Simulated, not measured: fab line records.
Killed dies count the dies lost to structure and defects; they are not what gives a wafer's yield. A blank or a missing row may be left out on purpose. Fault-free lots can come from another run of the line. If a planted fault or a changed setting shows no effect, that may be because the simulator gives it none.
fab line records -- flow n5Finfet -- part 1 of 2: steps 1 to 4 of 6
record lots=21, wafers=63, lastDay=18
route steps=1938 shown BEOL_M11@1571 BEOL_M12@1616
lots that met no fault: from a run of the same line without faults
startH: hours from the record's opening day to when the first of the lot's shown wafers began -- waitH: hours since the lot's step before -- " as in the row above -- L1.1+2: a row that stands for several wafers -- - either no value or no given start -- * or withheld: withheld -- < > ~ a bound
route shown NAME@n: NAME is a module with steps in the file, n the number in the route of the first one -- usual: average and standard deviation across the fault-free wafers -- same: alike in all rows -- chamber/n: place in a boat -- sites: readings site by site -- _std_site: their standard deviation -- _edge_site: mean of outer sites minus mean of inner sites -- radiusMm: for every site, how far away it sits from the centre of the wafer -- mask NAME#n: copy n -- behind: the tool/chamber that last shaped the wafer -- hold: why the lot went on hold/how many hours it stayed there/how the hold came to an end -- device: whichever transistor did not switch (one of n, p or np) -- end of line: tests of these same wafers at the route's end -- a step without rows: its recipe alone -- killed: dies lost to structure and defects at the first sort, not the wafer's yield -- map: the dies of a wafer, with x for killed, . for not killed, _ for no die there
set.NAME: the setting that was run; set.NAME@STEP: the one run at that earlier step -- model.NAME: the simulator's own value behind a step, which no gauge read
one table for each step of the route and one row for each wafer, over a sample of lots
services: the hour from which a tool's chamber was out of use, counted from the record's first day as startH (under 0 if before that day), plus the number of hours and why
## steps
# step N5_BEOL_M11_DESCUM_33
# recipe chemistry=O2, timeS=7.9, sourcePowerW=50, biasPowerW=20, pressureMtorr=20, rfFrequencyHz=2.712e+07, tempC=40, resist=CAR-ArF, o2FlowSccm=225
# usual drypumpMotorCurrentA=5.6/0.4, oesProductAu=0.79/0.082, rfVppV=243.1/1.4, showerheadPlenumPTorr=2.09/0.077, throttleValvePct=20.4/0.32
lot.wafer,tool,chamber,startH,waitH,drypumpMotorCurrentA,oesProductAu,rfHoursCounterH,rfVppV,showerheadPlenumPTorr,throttleValvePct
L075.2,rieDiel-05,1,242.61,0.0,5.5,0.74,183,241.4,2.01,20.3
L075.4,rieDiel-05,2,242.61,0.0,5.8,0.73,156,242.8,2.11,20.8
L075.6,rieDiel-05,3,242.61,0.0,5.4,0.81,-,243.7,2.12,20.7
L078.1,rieDiel-04,0,246.66,0.0,6.3,0.82,65,242.3,2.02,20.5
L078.2,rieDiel-04,3,246.66,0.0,5.4,0.84,54,245.9,2.23,20.0
L078.5,rieDiel-04,0,246.66,0.0,6.3,0.83,-,242.1,2.02,20.5
L077.1,rieDiel-04,1,247.13,0.2,5.0,0.99,0,243.8,2.04,20.0
L077.2,rieDiel-04,3,247.13,0.2,5.4,0.84,54,246.0,2.23,20.0
L077.3,rieDiel-04,0,247.13,0.2,6.3,0.83,66,242.2,2.02,20.5
L076.3,rieDiel-05,0,249.29,0.0,6.1,0.91,46,244.7,2.05,20.0
L076.4,rieDiel-05,2,249.29,0.0,5.8,0.72,-,242.8,2.11,20.8
L076.6,rieDiel-05,0,249.29,0.0,6.1,0.90,-,241.9,2.05,20.0
L079.1,rieDiel-03,1,271.52,0.0,4.9,0.89,33,244.1,2.14,20.4
L079.3,rieDiel-03,3,271.52,0.0,5.8,0.86,52,242.4,2.12,20.3
L079.5,rieDiel-03,0,271.52,0.0,5.7,0.69,-,244.1,2.19,21.1
L080.4,rieDiel-03,2,271.99,0.2,6.0,0.69,246,240.2,1.98,20.4
L080.5,rieDiel-03,3,271.99,0.2,5.9,0.85,-,244.8,2.12,20.3
L080.6,rieDiel-03,2,271.99,0.2,5.9,0.68,-,241.1,1.98,20.4
L081.2,rieDiel-04,3,272.14,0.2,5.4,0.83,62,245.6,2.23,20.0
L081.3,rieDiel-04,0,272.14,0.2,6.3,0.82,74,242.1,2.02,20.5
L081.4,rieDiel-04,1,272.14,0.2,5.1,0.94,7,243.8,2.03,20.1
L082.3,rieDiel-03,1,282.21,0.1,4.9,0.89,36,244.2,2.14,20.4
L082.4,rieDiel-03,0,282.21,0.1,5.8,0.69,206,244.3,2.19,21.1
L082.6,rieDiel-03,0,282.21,0.1,5.8,0.69,-,243.2,2.19,21.1
L084.2,rieDiel-05,1,289.78,0.0,5.5,0.72,194,241.8,2.00,20.3
L084.3,rieDiel-05,2,289.78,0.0,5.8,0.71,169,241.9,2.11,20.8
L084.6,rieDiel-05,1,289.78,0.0,5.5,0.71,-,242.2,2.00,20.3
L083.1,rieDiel-05,0,298.34,0.0,6.1,0.88,62,242.0,2.04,20.1
L083.4,rieDiel-05,1,298.34,0.0,5.5,0.71,-,241.9,2.00,20.3
L083.5,rieDiel-05,2,298.34,0.0,5.8,0.71,-,243.2,2.11,20.8
L085.3,rieDiel-05,1,305.78,0.1,5.5,0.72,201,241.1,2.00,20.3
L085.5,rieDiel-05,2,305.78,0.1,5.8,0.71,-,242.7,2.11,20.8
L085.6,rieDiel-05,1,305.78,0.1,5.5,0.72,-,242.0,2.00,20.3
L088.1,rieDiel-05,3,319.09,0.0,5.4,0.78,115,243.4,2.12,20.7
L088.5,rieDiel-05,0,319.09,0.0,6.1,0.87,-,240.8,2.04,20.1
L088.6,rieDiel-05,3,319.09,0.0,5.4,0.79,-,241.2,2.12,20.7
L086.2,rieDiel-05,2,321.02,0.0,5.8,0.71,182,242.7,2.10,20.8
L086.3,rieDiel-05,1,321.02,0.0,5.5,0.72,206,241.0,2.00,20.3
L086.6,rieDiel-05,1,321.02,0.0,5.5,0.71,-,240.9,2.00,20.3
L089.1,rieDiel-04,3,324.20,0.0,5.4,0.81,78,246.1,2.22,20.0
L089.2,rieDiel-04,0,324.20,0.0,6.3,0.80,89,241.9,2.01,20.5
L089.6,rieDiel-04,3,324.20,0.0,5.4,0.81,-,244.8,2.22,20.0
L087.1,rieDiel-03,0,324.37,0.0,5.8,0.68,221,243.7,2.18,21.1
L087.2,rieDiel-03,1,324.37,0.0,4.9,0.86,51,242.9,2.13,20.4
L087.5,rieDiel-03,3,324.37,0.0,5.9,0.83,-,243.7,2.11,20.3
L090.1,rieDiel-03,2,326.54,0.0,6.0,0.97,5,245.0,2.24,20.1
L090.4,rieDiel-03,0,326.54,0.0,5.8,0.68,221,244.0,2.18,21.1
L090.5,rieDiel-03,3,326.54,0.0,5.9,0.83,-,244.6,2.11,20.4
L092.2,rieDiel-04,3,328.30,0.0,5.4,0.81,80,244.5,2.22,20.0
L092.3,rieDiel-04,0,328.30,0.0,6.3,0.80,90,242.6,2.01,20.5
L092.6,rieDiel-04,3,328.30,0.0,5.4,0.80,-,244.4,2.22,20.0
L093.2,rieDiel-05,0,346.40,0.0,6.1,0.86,79,242.7,2.04,20.1
L093.5,rieDiel-05,0,346.40,0.0,6.1,0.85,-,241.4,2.04,20.1
L093.6,rieDiel-05,3,346.40,0.0,5.4,0.79,-,242.9,2.11,20.7
L094.2,rieDiel-03,0,362.11,0.0,5.8,0.67,233,244.3,2.18,21.1
L094.3,rieDiel-03,1,362.11,0.0,4.9,0.85,64,243.4,2.13,20.4
L094.4,rieDiel-03,3,362.11,0.0,5.9,0.82,84,243.5,2.11,20.4
L095.3,rieDiel-03,2,362.64,0.0,6.0,0.92,19,245.5,2.23,20.1
L095.5,rieDiel-03,3,362.64,0.0,5.9,0.82,-,242.2,2.11,20.4
L095.6,rieDiel-03,0,362.64,0.0,5.8,0.67,-,243.8,2.18,21.1
L096.3,rieDiel-05,3,373.42,0.0,5.4,0.78,130,243.6,2.11,20.7
L096.4,rieDiel-05,0,373.42,0.0,6.1,0.86,86,241.4,2.03,20.1
L096.5,rieDiel-05,1,373.42,0.0,5.5,0.70,-,241.1,1.99,20.3
# step N5_BEOL_M11_CURE_72
# recipe tempC=370, timeS=120, ambient=DMADMS/He, material=SiCOH_lowk
# usual lampPowerPct=52.31/0.05, wafer_temp_C_max=371.7/0.42
lot.wafer,tool,chamber,startH,waitH,lampPowerPct,wafer_temp_C_max
L075.2,uvCure-03,1,243.45,0.1,52.29,372.5
L075.4,uvCure-03,1,243.45,0.1,52.28,372.1
L075.6,uvCure-03,1,243.45,0.1,52.33,372.1
L078.1,uvCure-03,1,247.36,0.0,52.41,371.5
L078.2,uvCure-03,1,247.36,0.0,52.34,371.5
L078.5,uvCure-03,1,247.36,0.0,52.26,372.3
L077.1,uvCure-01,0,247.86,0.1,52.25,371.3
L077.2,uvCure-01,0,247.86,0.1,52.26,371.7
L077.3,uvCure-01,0,247.86,0.1,52.34,371.6
L076.3,uvCure-03,1,250.20,0.1,52.30,371.9
L076.4,uvCure-03,1,250.20,0.1,52.37,371.8
L076.6,uvCure-03,1,250.20,0.1,52.29,372.1
L079.1,uvCure-02,1,272.21,0.0,52.32,370.9
L079.3,uvCure-02,1,272.21,0.0,52.33,370.9
L079.5,uvCure-02,1,272.21,0.0,52.33,371.6
L081.2,uvCure-01,0,272.88,0.1,52.37,371.7
L081.3,uvCure-01,0,272.88,0.1,52.36,371.4
L081.4,uvCure-01,0,272.88,0.1,52.40,371.8
L080.4,uvCure-03,0,272.96,0.3,52.35,372.8
L080.5,uvCure-03,0,272.96,0.3,52.24,371.6
L080.6,uvCure-03,0,272.96,0.3,52.31,371.7
L082.3,uvCure-02,2,283.00,0.1,52.33,370.9
L082.4,uvCure-02,2,283.00,0.1,52.32,371.3
L082.6,uvCure-02,2,283.00,0.1,52.30,370.9
L084.2,uvCure-02,1,290.81,0.4,52.29,371.4
L084.3,uvCure-02,1,290.81,0.4,52.28,371.5
L084.6,uvCure-02,1,290.81,0.4,52.28,371.7
L083.1,uvCure-01,1,299.20,0.2,52.32,371.7
L083.4,uvCure-01,1,299.20,0.2,52.28,372.0
L083.5,uvCure-01,1,299.20,0.2,52.30,371.6
L085.3,uvCure-03,1,306.58,0.1,52.32,371.7
L085.5,uvCure-03,1,306.58,0.1,52.25,372.4
L085.6,uvCure-03,1,306.58,0.1,52.31,371.2
L088.1,uvCure-01,0,319.79,0.0,52.39,372.3
L088.5,uvCure-01,0,319.79,0.0,52.33,372.4
L088.6,uvCure-01,0,319.79,0.0,52.38,371.5
L086.2,uvCure-03,0,321.81,0.1,52.30,371.5
L086.3,uvCure-03,0,321.81,0.1,52.28,371.9
L086.6,uvCure-03,0,321.81,0.1,52.35,371.7
L089.1,uvCure-03,2,325.06,0.2,52.26,371.5
L089.2,uvCure-03,2,325.06,0.2,52.27,371.8
L089.6,uvCure-03,2,325.06,0.2,52.29,372.0
L087.1,uvCure-03,2,325.36,0.3,52.29,371.8
L087.2,uvCure-03,2,325.36,0.3,52.26,371.8
L087.5,uvCure-03,2,325.36,0.3,52.24,371.3
L090.1,uvCure-01,0,327.23,0.0,52.25,372.3
L090.4,uvCure-01,0,327.23,0.0,52.24,372.3
L090.5,uvCure-01,0,327.23,0.0,52.37,372.4
L092.2,uvCure-03,1,329.27,0.3,52.31,371.7
L092.3,uvCure-03,1,329.27,0.3,52.20,371.6
L092.6,uvCure-03,1,329.27,0.3,52.34,371.4
L093.2,uvCure-02,0,347.14,0.1,52.40,371.5
L093.5,uvCure-02,0,347.14,0.1,52.27,371.9
L093.6,uvCure-02,0,347.14,0.1,52.25,371.5
L094.2,uvCure-02,2,362.85,0.1,52.34,371.2
L094.3,uvCure-02,2,362.85,0.1,52.33,371.1
L094.4,uvCure-02,2,362.85,0.1,52.31,371.5
L095.3,uvCure-02,1,363.43,0.1,52.22,371.8
L095.5,uvCure-02,1,363.43,0.1,52.30,371.0
L095.6,uvCure-02,1,363.43,0.1,52.32,371.4
L096.3,uvCure-01,2,374.21,0.1,52.28,371.3
L096.4,uvCure-01,2,374.21,0.1,52.33,371.7
L096.5,uvCure-01,2,374.21,0.1,52.26,370.9
# step N5_BEOL_M12_ETCH_59
# recipe chemistry=N2/H2, target=BARC, targetDepthA=890, overetchA=267, timeS=67.9, ionEnergyEv=200, pressureMtorr=30, sourceW=840, biasW=150, n2FlowSccm=200, h2FlowSccm=200
# usual drypumpMotorCurrentA=5.9/0.38, h2FlowSccm=200.0/0.58, oesProductAu=0.71/0.059, rfVppV=524.0/2.1, showerheadPlenumPTorr=2.55/0.068, throttleValvePct=17.89/0.2
lot.wafer,tool,chamber,startH,waitH,drypumpMotorCurrentA,h2FlowSccm,oesProductAu,rfHoursCounterH,rfVppV,showerheadPlenumPTorr,throttleValvePct
L075.2,rieDiel-06,0,246.62,0.0,6.2,200.5,0.73,49,521.3,2.48,18.13
L075.4,rieDiel-06,2,246.62,0.0,5.7,200.1,0.72,65,521.5,2.48,17.89
L075.6,rieDiel-06,3,246.62,0.0,5.4,199.8,0.57,-,524.0,2.50,18.24
L078.1,rieDiel-06,2,251.05,0.0,5.7,199.8,0.72,67,521.5,2.48,17.89
L078.2,rieDiel-06,3,251.05,0.0,5.4,199.5,0.57,231,523.2,2.50,18.27
L078.5,rieDiel-06,2,251.05,0.0,5.7,200.6,0.72,-,521.3,2.48,17.90
L077.1,rieDiel-01,2,251.37,0.0,5.9,199.6,0.59,252,525.9,2.59,17.97
L077.2,rieDiel-01,1,251.37,0.0,6.1,199.6,0.77,22,522.0,2.49,17.75
L077.3,rieDiel-01,0,251.37,0.0,6.1,200.7,0.70,75,529.0,2.69,17.87
L076.3,rieDiel-01,3,253.29,0.0,5.3,199.8,0.71,53,527.5,2.67,17.91
L076.4,rieDiel-01,1,253.29,0.0,6.0,200.1,0.76,23,523.6,2.49,17.75
L076.6,rieDiel-01,1,253.29,0.0,6.1,200.1,0.77,-,521.4,2.49,17.76
L079.1,rieDiel-01,2,275.62,0.0,5.9,200.1,0.86,1,526.4,2.59,17.56
L079.3,rieDiel-01,3,275.62,0.0,5.3,199.8,0.71,62,528.1,2.67,17.94
L079.5,rieDiel-01,3,275.62,0.0,5.3,199.7,0.70,-,528.2,2.67,17.94
L080.4,rieDiel-06,2,275.97,0.0,5.7,199.4,0.71,76,522.1,2.47,17.93
L080.5,rieDiel-06,1,275.97,0.0,6.5,198.8,0.72,-,524.6,2.58,17.99
L080.6,rieDiel-06,2,275.97,0.0,5.7,199.5,0.71,-,520.9,2.47,17.90
L081.2,rieDiel-06,3,276.63,0.0,5.4,200.2,0.57,241,522.9,2.49,18.28
L081.3,rieDiel-06,1,276.63,0.0,6.5,199.7,0.74,50,523.7,2.58,17.97
L081.4,rieDiel-06,2,276.63,0.0,5.7,200.8,0.71,76,522.4,2.47,17.92
L082.3,rieDiel-06,3,286.34,0.0,5.4,199.8,0.57,244,523.5,2.49,18.28
L082.4,rieDiel-06,0,286.34,0.0,6.2,199.9,0.71,63,522.4,2.47,18.15
L082.6,rieDiel-06,2,286.34,0.0,5.7,199.6,0.71,-,522.0,2.47,17.92
L084.2,rieDiel-02,0,294.41,0.0,6.0,200.2,0.69,98,524.2,2.56,17.72
L084.3,rieDiel-02,1,294.41,0.0,5.5,200.4,0.60,247,526.0,2.58,18.07
L084.6,rieDiel-02,3,294.41,0.0,5.5,201.3,0.70,-,524.0,2.59,17.59
L083.1,rieDiel-01,1,302.41,0.0,6.1,199.4,0.74,42,522.5,2.48,17.78
L083.4,rieDiel-01,2,302.41,0.0,5.9,201.2,0.82,10,524.1,2.59,17.55
L083.5,rieDiel-01,0,302.41,0.0,6.1,199.9,0.68,-,527.5,2.68,17.89
L085.3,rieDiel-02,2,309.59,0.0,6.2,199.0,0.71,90,523.9,2.56,17.49
L085.5,rieDiel-02,3,309.59,0.0,5.5,200.0,0.70,-,525.5,2.59,17.60
L085.6,rieDiel-02,2,309.59,0.0,6.2,199.5,0.70,-,524.3,2.56,17.48
L088.1,rieDiel-06,1,323.77,0.0,6.5,200.3,0.72,67,523.8,2.57,18.02
L088.5,rieDiel-06,1,323.77,0.0,6.6,200.0,0.71,-,523.4,2.57,18.02
L088.6,rieDiel-06,2,323.77,0.0,5.7,200.1,0.70,-,521.8,2.47,17.94
L086.2,rieDiel-06,2,326.45,0.0,5.7,199.6,0.70,95,520.7,2.47,17.93
L086.3,rieDiel-06,1,326.45,0.0,6.5,200.3,0.72,68,524.2,2.57,18.01
L086.6,rieDiel-06,1,326.45,0.0,6.5,199.1,0.72,-,523.0,2.57,18.00
L089.1,rieDiel-06,2,328.71,0.0,5.7,200.4,0.69,95,522.5,2.47,17.93
L089.2,rieDiel-06,3,328.71,0.0,5.4,200.2,0.83,3,523.3,2.49,17.80
L089.6,rieDiel-06,2,328.71,0.0,5.7,200.8,0.69,-,521.1,2.47,17.96
L087.1,rieDiel-02,1,329.07,0.0,5.5,200.1,0.83,4,524.6,2.58,17.74
L087.2,rieDiel-02,2,329.07,0.0,6.2,199.3,0.69,98,523.9,2.56,17.49
L087.5,rieDiel-02,3,329.07,0.0,5.5,200.2,0.69,-,524.3,2.58,17.63
L090.1,rieDiel-01,2,331.27,0.0,5.9,199.2,0.79,19,525.5,2.58,17.57
L090.4,rieDiel-01,1,331.27,0.0,6.1,200.2,0.73,54,522.7,2.48,17.80
L090.5,rieDiel-01,0,331.27,0.0,6.0,200.8,0.67,-,528.6,2.67,17.91
L092.2,rieDiel-02,3,332.20,0.0,5.5,200.1,0.69,74,524.9,2.58,17.64
L092.3,rieDiel-02,0,332.20,0.0,6.0,200.5,0.67,113,524.1,2.56,17.75
L092.6,rieDiel-02,2,332.20,0.0,6.2,199.9,0.69,-,526.1,2.56,17.49
L093.2,rieDiel-06,2,350.06,0.0,5.7,200.0,0.69,104,522.0,2.46,17.96
L093.5,rieDiel-06,1,350.06,0.0,6.6,197.8,0.70,-,525.0,2.57,18.02
L093.6,rieDiel-06,0,350.06,0.0,6.2,200.8,0.69,-,521.5,2.46,18.18
L094.2,rieDiel-02,0,366.04,0.0,6.0,199.6,0.67,126,525.3,2.55,17.76
L094.3,rieDiel-02,2,366.04,0.0,6.2,199.1,0.69,112,525.2,2.55,17.52
L094.4,rieDiel-02,1,366.04,0.0,5.5,199.2,0.79,19,525.2,2.57,17.75
L095.3,rieDiel-06,3,366.89,0.0,5.4,200.1,0.80,17,522.9,2.48,17.86
L095.5,rieDiel-06,2,366.89,0.0,5.7,200.2,0.68,-,521.1,2.46,17.97
L095.6,rieDiel-06,3,366.89,0.0,5.4,200.0,0.79,-,523.3,2.48,17.84
L096.3,rieDiel-02,1,377.34,0.0,5.5,200.0,0.78,22,526.0,2.57,17.76
L096.4,rieDiel-02,2,377.34,0.0,6.2,199.8,0.68,116,524.2,2.55,17.52
L096.5,rieDiel-02,1,377.34,0.0,5.5,199.4,0.78,-,524.5,2.57,17.75
# step N5_BEOL_M12_ETCH_67
# recipe chemistry=CF4, target=SiARC, targetDepthA=1430, timeS=238.3, ionEnergyEv=80, pressureMtorr=40, sourceW=545, biasW=36, Ar_flow_sccm=100, cf4FlowSccm=100, ends=cleared
# usual drypumpMotorCurrentA=5.9/0.36, etchRfOnTimeS=239/4.4, oesProductAu=0.70/0.058, rfVppV=184.3/1.2, showerheadPlenumPTorr=2.15/0.052, throttleValvePct=15.54/0.27
lot.wafer,tool,chamber,startH,waitH,drypumpMotorCurrentA,etchRfOnTimeS,oesProductAu,rfHoursCounterH,rfVppV,showerheadPlenumPTorr,throttleValvePct
L075.2,rieDiel-02,1,247.66,0.0,5.5,241,0.60,231,186.3,2.21,16.12
L075.4,rieDiel-02,0,247.66,0.0,6.0,240,0.69,83,183.5,2.15,15.36
L075.6,rieDiel-02,0,247.66,0.0,6.0,239,0.69,-,184.8,2.15,15.39
L078.1,rieDiel-02,2,252.37,0.0,6.2,238,0.72,70,184.3,2.15,15.19
L078.2,rieDiel-02,1,252.37,0.0,5.5,241,0.60,234,185.1,2.21,16.12
L078.5,rieDiel-02,2,252.37,0.0,6.2,240,0.72,-,183.7,2.15,15.18
L077.1,rieDiel-06,2,252.48,0.0,5.7,234,0.73,68,182.9,2.08,15.47
L077.2,rieDiel-06,3,252.48,0.0,5.4,242,0.57,232,183.4,2.12,16.01
L077.3,rieDiel-06,1,252.48,0.0,6.5,238,0.75,42,184.9,2.17,15.70
L076.3,rieDiel-01,1,254.32,0.0,6.1,246,0.76,24,183.6,2.09,15.33
L076.4,rieDiel-01,2,254.32,0.0,5.9,247,0.57,253,184.9,2.18,15.81
L076.6,rieDiel-01,0,254.32,0.0,6.0,237,0.70,-,185.7,2.25,15.49
L079.1,rieDiel-02,0,276.53,0.0,6.0,242,0.68,92,186.0,2.15,15.40
L079.3,rieDiel-02,2,276.53,0.0,6.2,241,0.71,78,185.9,2.15,15.18
L079.5,rieDiel-02,1,276.53,0.0,5.5,246,0.59,-,186.4,2.21,16.15
L080.4,rieDiel-06,3,277.00,0.0,5.4,244,0.56,241,185.2,2.11,16.04
L080.5,rieDiel-06,3,277.00,0.0,5.4,247,0.56,-,182.8,2.11,16.04
L080.6,rieDiel-06,0,277.00,0.0,6.2,233,0.72,-,183.2,2.09,15.71
L081.2,rieDiel-06,1,277.67,0.0,6.5,241,0.72,50,184.0,2.17,15.73
L081.3,rieDiel-06,2,277.67,0.0,5.7,238,0.71,76,181.3,2.08,15.51
L081.4,rieDiel-06,3,277.67,0.0,5.3,245,0.56,241,183.4,2.11,16.04
L082.3,rieDiel-02,0,287.25,0.0,6.0,237,0.69,96,183.0,2.15,15.40
L082.4,rieDiel-02,2,287.25,0.0,6.2,239,0.71,81,183.3,2.15,15.21
L082.6,rieDiel-02,3,287.25,0.0,5.5,240,0.71,-,181.6,2.18,15.23
L084.2,rieDiel-06,0,295.39,0.0,6.2,232,0.71,67,184.0,2.09,15.72
L084.3,rieDiel-06,2,295.39,0.0,5.7,238,0.71,82,184.1,2.08,15.50
L084.6,rieDiel-06,2,295.39,0.0,5.7,239,0.71,-,183.7,2.08,15.50
L083.1,rieDiel-02,2,303.40,0.0,6.1,238,0.70,87,184.5,2.15,15.23
L083.4,rieDiel-02,3,303.40,0.0,5.5,244,0.70,-,183.6,2.18,15.23
L083.5,rieDiel-02,0,303.40,0.0,6.0,238,0.68,-,184.2,2.15,15.42
L085.3,rieDiel-02,3,310.55,0.0,5.5,242,0.69,66,185.7,2.17,15.24
L085.5,rieDiel-02,0,310.55,0.0,6.0,238,0.69,-,183.9,2.15,15.42
L085.6,rieDiel-02,2,310.55,0.0,6.2,240,0.71,-,184.8,2.14,15.21
L088.1,rieDiel-06,0,324.88,0.0,6.2,230,0.72,78,183.6,2.08,15.76
L088.5,rieDiel-06,3,324.88,0.0,5.4,233,0.86,-,183.9,2.11,15.54
L088.6,rieDiel-06,2,324.88,0.0,5.7,240,0.70,-,183.4,2.08,15.53
L086.2,rieDiel-01,0,327.35,0.0,6.1,234,0.68,105,185.4,2.24,15.55
L086.3,rieDiel-01,1,327.35,0.0,6.1,245,0.72,52,184.0,2.08,15.38
L086.6,rieDiel-01,0,327.35,0.0,6.0,233,0.69,-,185.9,2.24,15.57
L089.1,rieDiel-02,3,329.74,0.0,5.5,247,0.68,73,184.0,2.17,15.25
L089.2,rieDiel-02,2,329.74,0.0,6.2,241,0.70,98,182.9,2.14,15.22
L089.6,rieDiel-02,2,329.74,0.0,6.1,240,0.70,-,184.9,2.14,15.24
L087.1,rieDiel-02,1,330.27,0.0,5.5,241,0.82,4,185.6,2.20,15.70
L087.2,rieDiel-02,3,330.27,0.0,5.5,248,0.67,73,184.2,2.17,15.26
L087.5,rieDiel-02,2,330.27,0.0,6.2,242,0.69,-,183.4,2.14,15.25
L090.1,rieDiel-02,2,332.47,0.0,6.2,239,0.69,100,184.6,2.14,15.24
L090.4,rieDiel-02,3,332.47,0.0,5.5,242,0.69,74,184.6,2.17,15.26
L090.5,rieDiel-02,1,332.47,0.0,5.5,240,0.82,-,185.6,2.20,15.71
L092.2,rieDiel-02,0,333.11,0.0,6.0,242,0.67,113,183.7,2.14,15.45
L092.3,rieDiel-02,1,333.11,0.0,5.5,242,0.82,5,184.7,2.20,15.71
L092.6,rieDiel-02,1,333.11,0.0,5.5,240,0.81,-,185.2,2.20,15.70
L093.2,rieDiel-01,2,351.40,0.0,5.9,239,0.79,26,185.8,2.17,15.36
L093.5,rieDiel-01,2,351.40,0.0,5.9,236,0.78,-,183.3,2.17,15.36
L093.6,rieDiel-01,3,351.40,0.0,5.3,231,0.69,-,186.3,2.26,15.81
L094.2,rieDiel-06,1,367.42,0.0,6.5,242,0.69,84,184.6,2.16,15.79
L094.3,rieDiel-06,0,367.42,0.0,6.2,232,0.70,93,183.0,2.08,15.78
L094.4,rieDiel-06,2,367.42,0.0,5.7,237,0.68,111,182.9,2.07,15.58
L095.3,rieDiel-06,0,368.10,0.0,6.2,231,0.69,93,183.1,2.08,15.77
L095.5,rieDiel-06,3,368.10,0.0,5.4,232,0.81,-,184.4,2.11,15.56
L095.6,rieDiel-06,2,368.10,0.0,5.7,236,0.68,-,183.1,2.07,15.56
L096.3,rieDiel-06,1,378.25,0.0,6.5,242,0.69,88,184.4,2.16,15.77
L096.4,rieDiel-06,0,378.25,0.0,6.2,232,0.69,96,183.0,2.08,15.78
L096.5,rieDiel-06,0,378.25,0.0,6.2,233,0.69,-,182.7,2.08,15.78
